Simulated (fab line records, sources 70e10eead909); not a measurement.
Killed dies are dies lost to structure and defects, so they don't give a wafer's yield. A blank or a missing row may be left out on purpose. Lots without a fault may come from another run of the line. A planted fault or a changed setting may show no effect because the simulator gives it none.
fab line records | flow nand_harc
record lots=7 wafers=18 last_day=23
route steps=1159 shown A_WL_FILL@817
lots that met no fault: from a run of the same line without faults
start_h: hours from the record's first day to the start of the lot's first wafer shown | wait_h: hours since the lot's step before | " the same as in the row above | L1.1+2: a row that stands for several wafers | - no value, or no start given | * or withheld: withheld | < > ~ a bound
route shown NAME@n: a module of which the file shows steps, and the number in the route of the first | usual: mean/standard deviation of fault-free wafers | same: alike in all rows | chamber/n: place in a boat | sites: the reading at each site | _std_site: their standard deviation | _edge_site: outer sites' mean less inner sites' | radius_mm: how far each site lies from the wafer's centre | mask NAME#n: copy n | behind: the tool/chamber that last shaped the wafer | hold: why the lot was held/for how many hours/how that ended | device: the transistor (n, p or np) that didn't switch | end of line: the same wafers' tests at the end of the route | a step without rows: its recipe alone | killed: dies lost to structure and defects at the first sort, not the wafer's yield | map: a wafer's dies, x killed, . not, _ none there
set.NAME: the setting as run; set.NAME@STEP: as run at that earlier step | model.NAME: the simulator's own value behind a step, which no gauge read
lots at some steps of the route; a table a step, a row a wafer
services: from which hour (start_h, from the record's first day; less than 0 if before it) a tool's chamber was out of use, for how many hours, and why
## steps
# step NHARC_A_WL_FILL_STRIP_28
# recipe time_s=1200 temp_c=72.5 chemistry=post_etch_residue_remover
# step NHARC_A_WL_FILL_PRECLEAN_06
# recipe time_s=300 chemistry=DIW
# step NHARC_A_WL_FILL_SRD_07
# step NHARC_A_WL_FILL_ANNEAL_08
# recipe temp_c=450 time_s=1800
# step NHARC_A_WL_FILL_ALD_10
# recipe target_thk_a=500 pulse_time_s=10 ald_cycles=500 temp_c=300 material=SiO2
# usual heater_power_w=482/45 precursor_pulse_height_rel=1.000/0.018
# columns lot.wafer tool chamber start_h wait_h heater_power_w precursor_pulse_height_rel
L813.2 ald_hk-01 3 350.43 1.1 486 1.028
L813.5 " 1 351.46 2.1 443 0.988
L813.6 " 2 " " 460 1.022
L819.2 ald_hk-03 3 403.80 0.6 484 0.986
L819.5 " 2 405.36 2.1 491 0.984
L819.6 " 3 " " 483 0.993
L822.3 ald_hk-03 3 429.78 0.6 490 1.007
L822.1 " 0 " " 526 0.989
L822.6 " 2 431.32 2.1 487 0.998
L823.4 ald_hk-03 1 439.01 0.6 440 1.006
L823.6 " 1 441.07 2.6 432 1.012
L825.2 ald_hk-02 3 439.01 0.6 463 0.995
L825.1 " 0 " " 603 1.013
L825.4 " 1 " " 505 1.001
L826.2 ald_hk-02 2 445.30 1.1 446 0.987
L826.6 " 1 446.82 2.6 490 1.010
L828.2 ald_hk-01 3 458.29 0.6 461 0.975
L828.6 " 2 459.86 2.1 476 1.016
# step NHARC_A_WL_FILL_ETCHBACK_16
# recipe target_depth_a=880 time_s=17.6 c4f8_flow_sccm=withheld o2_flow_sccm=8 ar_flow_sccm=withheld rf_w=600 bias_w=800 chemistry=C4F8/O2/Ar
# usual oes_product_au=0.97/0.035 rf_vpp_V=725/4.4
# columns lot.wafer tool chamber start_h wait_h oes_product_au rf_hours_counter_h rf_vpp_V
L813.2 rie_diel-05 2 - - 1.01 0.4 719
L813.5 " 0 " " 1.01 - 717
L813.6 " 1 " " 0.99 - 725
L819.2 rie_diel-05 2 - - 1.01 1.9 720
L819.5 " 2 " " 1.00 - 718
L819.6 " 3 " " 1.02 - 728
L822.3 rie_diel-05 1 - - 0.99 3.4 726
L822.1 " 2 " " 1.00 3.3 719
L822.6 " 1 " " 1.00 - 726
L823.4 rie_diel-05 3 - - 1.00 4.1 731
L823.6 " 3 " " 1.01 - 730
L825.4 rie_diel-08 3 - - 0.93 3.1 728
L825.1 " 0 " " 0.91 3.1 731
L825.2 " 1 " " 0.92 3.3 724
L826.2 rie_diel-12 3 - - 1.00 4.3 727
L826.6 " 3 " " 1.00 - 727
L828.2 rie_diel-12 3 - - 0.92 5.5 729
L828.6 " 0 " " 0.92 - 731
# step NHARC_A_WL_FILL_STRIP_29
# recipe time_s=20 o2_flow_sccm=500 ar_flow_sccm=0 bias_w=0 chemistry=O2
# usual drypump_motor_current_A=5.7/0.55 oes_product_au=0.999/0.008 rf_vpp_V=57.8/0.89 showerhead_plenum_p_Torr=3.58/0.15 throttle_valve_pct=17.037/0.0091
# columns lot.wafer tool chamber start_h wait_h drypump_motor_current_A oes_product_au rf_hours_counter_h rf_vpp_V showerhead_plenum_p_Torr throttle_valve_pct
L813.2 rie_diel-05 2 354.15 0.1 6.0 1.021 0.4 58.4 3.41 17.029
L813.5 " 3 " " 6.4 1.008 - 58.3 3.75 17.026
L813.6 " 0 " " 4.8 1.000 - 57.3 3.32 17.031
L819.2 rie_diel-05 0 408.04 0.1 4.8 0.994 2.2 57.8 3.32 17.026
L819.5 " 3 " " 6.4 1.011 - 58.8 3.75 17.034
L819.6 " 0 " " 4.8 0.998 - 57.2 3.32 17.029
L822.3 rie_diel-05 3 434.03 0.1 6.4 1.010 3.8 57.7 3.75 17.039
L822.1 " 0 " " 4.8 0.996 3.7 57.6 3.32 17.041
L822.6 " 2 " " 6.0 1.006 - 57.5 3.41 17.034
L823.4 rie_diel-05 0 443.24 0.1 4.8 0.996 3.9 59.6 3.32 17.047
L823.6 " 3 " " 6.4 1.002 - 58.4 3.75 17.040
L825.1 rie_diel-08 2 443.26 0.1 5.6 0.989 3.3 58.9 3.53 17.038
L825.4 " 3 " " 5.3 1.015 3.1 56.8 3.67 17.039
L825.2 " 0 " " 6.2 0.982 3.1 58.8 3.77 17.035
L826.2 rie_diel-12 3 448.99 0.1 5.1 1.004 4.3 58.4 3.69 17.018
L826.6 " 0 " " 6.7 1.001 - 57.9 3.78 17.038
L828.2 rie_diel-12 0 462.55 0.1 6.7 1.007 5.6 58.2 3.78 17.018
L828.6 " 2 " " 5.1 0.997 - 57.5 3.52 17.035
# step NHARC_A_WL_FILL_ETCHBACK_17
# recipe target_depth_a=40 time_s=26.7 chemistry=Cl2/BCl3
# usual drypump_motor_current_A=5.6/0.48 oes_product_au=1.001/0.0093
# columns lot.wafer tool chamber start_h wait_h drypump_motor_current_A oes_product_au rf_hours_counter_h
L813.2 rie_metal-01 1 354.24 - 6.2 0.990 0.9
L813.6 " 1 " " 6.2 1.001 -
L813.5 " 0 " " 5.2 1.007 -
L819.2 rie_metal-03 0 408.15 - 5.0 1.002 3.4
L819.5 " 1 " " 6.2 0.983 -
L819.6 " 0 " " 5.0 1.008 -
L822.1 rie_metal-03 1 434.12 - 6.2 0.990 4.2
L822.3 " 0 " " 5.0 0.989 -
L822.6 " 0 " " 5.0 0.994 -
L825.2 rie_metal-03 0 443.34 - 5.0 1.003 4.5
L825.1 " 1 " " 6.2 0.999 4.5
L825.4 " 0 " " 5.0 1.003 -
L823.4 rie_metal-02 1 443.36 - 5.9 1.010 -
L823.6 " 0 " " 5.5 1.008 -
L826.2 rie_metal-01 0 449.10 - 5.3 1.009 4.7
L826.6 " 1 " " 6.2 1.003 -
L828.2 rie_metal-01 1 462.65 - 6.2 1.004 2.8
L828.6 " 0 " " 5.2 1.003 -
# step NHARC_A_WL_FILL_PRECLEAN_18
# recipe time_s=30 chemistry=dHF
# step NHARC_A_WL_FILL_SRD_21
# step NHARC_A_WL_FILL_CVD_23
# recipe target_thk_a=400 temp_c=620 pressure_mtorr=200 time_s=800 material=poly-Si
# step NHARC_A_WL_FILL_ETCHBACK_26
# recipe target_depth_a=520 time_s=13.3 hbr_flow_sccm=150 rf_w=350 icp_w=350 bias_w=60 chemistry=HBr
# usual drypump_motor_current_A=5.7/0.54 hbr_flow_sccm=150.0/0.44 oes_product_au=0.997/0.0091 throttle_valve_pct=23.265/0.0097
# columns lot.wafer tool chamber start_h wait_h drypump_motor_current_A hbr_flow_sccm oes_product_au rf_hours_counter_h throttle_valve_pct
L813.2 rie_si-04 1 359.47 0.4 4.8 150.0 0.982 0.6 23.252
L813.6 " 3 " " 6.4 149.8 0.997 - 23.269
L813.5 " 0 " " 6.3 150.2 0.993 - 23.265
L819.2 rie_si-02 3 413.36 0.4 4.8 149.6 0.992 0.1 23.255
L819.5 " 1 " " 5.6 150.0 0.996 - 23.274
L819.6 " 2 " " 5.6 150.7 0.995 - 23.270
L822.3 rie_si-06 3 439.49 0.4 5.8 150.8 1.012 0.4 23.272
L822.1 " 0 " " 5.8 150.3 1.023 0.4 23.277
L822.6 " 2 " " 5.7 150.2 1.002 - 23.268
L823.4 rie_si-02 2 448.52 0.4 5.7 149.6 0.759 0.4 23.245
L823.6 " 2 " " 5.7 150.6 0.761 - 23.252
L825.2 rie_si-06 2 448.52 0.4 5.7 150.1 1.002 0.7 23.270
L825.4 " 3 " " 5.8 150.5 1.000 0.5 23.276
L825.1 " 1 " " 5.3 149.7 1.014 0.6 23.265
L826.2 rie_si-02 0 454.11 0.4 5.5 149.8 1.005 0.3 23.262
L826.6 " 3 " " 4.8 149.7 0.748 - 23.262
L828.2 rie_si-02 3 468.08 0.4 4.8 150.1 0.990 0.4 23.266
L828.6 " 1 " " 5.5 149.7 0.754 - 23.275
# step NHARC_A_WL_FILL_PRECLEAN_30
# recipe time_s=10 chemistry=dHF
## services
# columns tool chamber start_h hours kind
rie_metal-01 - 332.00 9.0 pm
rie_diel-05 - 340.60 9.0 pm
rie_diel-05 0 340.60 9.0 vent_cycle
rie_diel-05 1 340.60 9.0 vent_cycle
rie_diel-05 2 340.60 9.0 vent_cycle
rie_diel-05 2 359.40 1.3 repair
rie_si-06 - 360.00 9.0 pm
rie_si-02 3 360.79 3.4 repair
rie_diel-08 0 363.55 4.1 repair
rie_si-04 - 378.16 0.8 repair
rie_diel-12 - 379.40 9.0 pm
rie_diel-05 2 384.93 1.5 repair
rie_metal-03 - 385.39 0.6 repair
rie_metal-02 - 388.00 9.0 pm
rie_si-02 - 388.00 9.0 pm
ald_hk-01 - 390.47 1.4 repair
rie_metal-01 1 390.82 50.1 repair
rie_si-06 2 399.12 1.0 repair
ald_hk-01 - 406.88 10.0 pm
rie_si-04 3 435.09 4.5 repair
rie_diel-12 1 448.21 12.8 repair
rie_metal-03 - 453.00 9.0 pm
rie_si-04 - 453.00 9.0 pm
rie_metal-01 - 460.73 0.6 repair
## key
first_sign step=NHARC_A_WL_FILL_ETCHBACK_26 reading=oes_product_au direction=down sigmas=27 usual=0.997 struck=0.755
effect none on later readings
met_at NHARC_A_WL_FILL_ETCHBACK_26
struck_wafers L823.4,L823.6,L826.6,L828.6
tester_left_out L823,L826,L828
onset_between 413.36 448.52
fault kind=process_parameter_drift tool=rie_si-02 chamber=- onset_h=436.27 steps=NHARC_A_WL_FILL_ETCHBACK_26 channel=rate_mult offset=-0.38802 shape=step end_h=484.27 scope=struck_wafers_only
# tester_left_out: of these lots the tester's yield and bins aren't shown, on N5 and GAA mostly nor the transistor test; their killed dies are dies lost to structure and defects alone, not to doping, threshold or leakage, so they don't give the yield
